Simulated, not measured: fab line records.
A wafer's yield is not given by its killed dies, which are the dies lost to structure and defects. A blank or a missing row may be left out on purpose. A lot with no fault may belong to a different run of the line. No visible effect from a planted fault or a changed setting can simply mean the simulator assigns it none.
Chamber matching || flow n5-finfet || N5_BEOL_M1_STRIP_36 on rie-diel-04: 4 sister chambers
The step strips in N2/H2. 4 wafers are shown with their chamber, then 10 later ones without.

## WAFERS WITH THEIR CHAMBER
{"wafer": "L090.6", "chamber": 3, "drypump-motor-current-A (A)": 6.22}
{"wafer": "L091.5", "chamber": 2, "drypump-motor-current-A (A)": 5.62}
{"wafer": "L093.1", "chamber": 1, "drypump-motor-current-A (A)": 6.04}
{"wafer": "L093.3", "chamber": 0, "drypump-motor-current-A (A)": 5.54}

## WAFERS WHOSE CHAMBER IS MISSING
{"wafer": "L093.4", "drypump-motor-current-A (A)": 6.21}
{"wafer": "L095.1", "drypump-motor-current-A (A)": 6.02}
{"wafer": "L095.2", "drypump-motor-current-A (A)": 5.61}
{"wafer": "L095.3", "drypump-motor-current-A (A)": 6.20}
{"wafer": "L096.1", "drypump-motor-current-A (A)": 5.57}
{"wafer": "L096.4", "drypump-motor-current-A (A)": 6.02}
{"wafer": "L096.5", "drypump-motor-current-A (A)": 5.60}
{"wafer": "L097.2", "drypump-motor-current-A (A)": 5.60}
{"wafer": "L097.4", "drypump-motor-current-A (A)": 6.24}
{"wafer": "L097.5", "drypump-motor-current-A (A)": 6.03}

## THE CHAMBER EACH PASSED THROUGH
{"wafer": "L093.4", "from the rows above": 3, "in truth": 3}
{"wafer": "L095.1", "from the rows above": 1, "in truth": 1}
{"wafer": "L095.2", "from the rows above": 2, "in truth": 2}
{"wafer": "L095.3", "from the rows above": 3, "in truth": 3}
{"wafer": "L096.1", "from the rows above": "can't be placed: 0 or 2", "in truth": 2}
{"wafer": "L096.4", "from the rows above": 1, "in truth": 1}
{"wafer": "L096.5", "from the rows above": 2, "in truth": 2}
{"wafer": "L097.2", "from the rows above": 2, "in truth": 2}
{"wafer": "L097.4", "from the rows above": 3, "in truth": 3}
{"wafer": "L097.5", "from the rows above": 1, "in truth": 1}
Correctly placed: 9 of 10. Cannot be placed on the basis of these rows: 1; the candidates contain the true chamber in 1. 0 placed wrongly.
How it was worked out, from the rows above alone: a wafer's distance from a chamber is the root of the sum, over the readings, of the square of ((its reading less the chamber's mean) divided by the reading's scatter). If the next closest chamber is less than 2 further off than the closest, the wafer can't be placed; otherwise it belongs to the closest. Each chamber's mean is taken over the wafers shown for it. The scatter: with one shown wafer a chamber, the root of the mean of the squares of how far each hidden wafer lies from its nearest shown one.
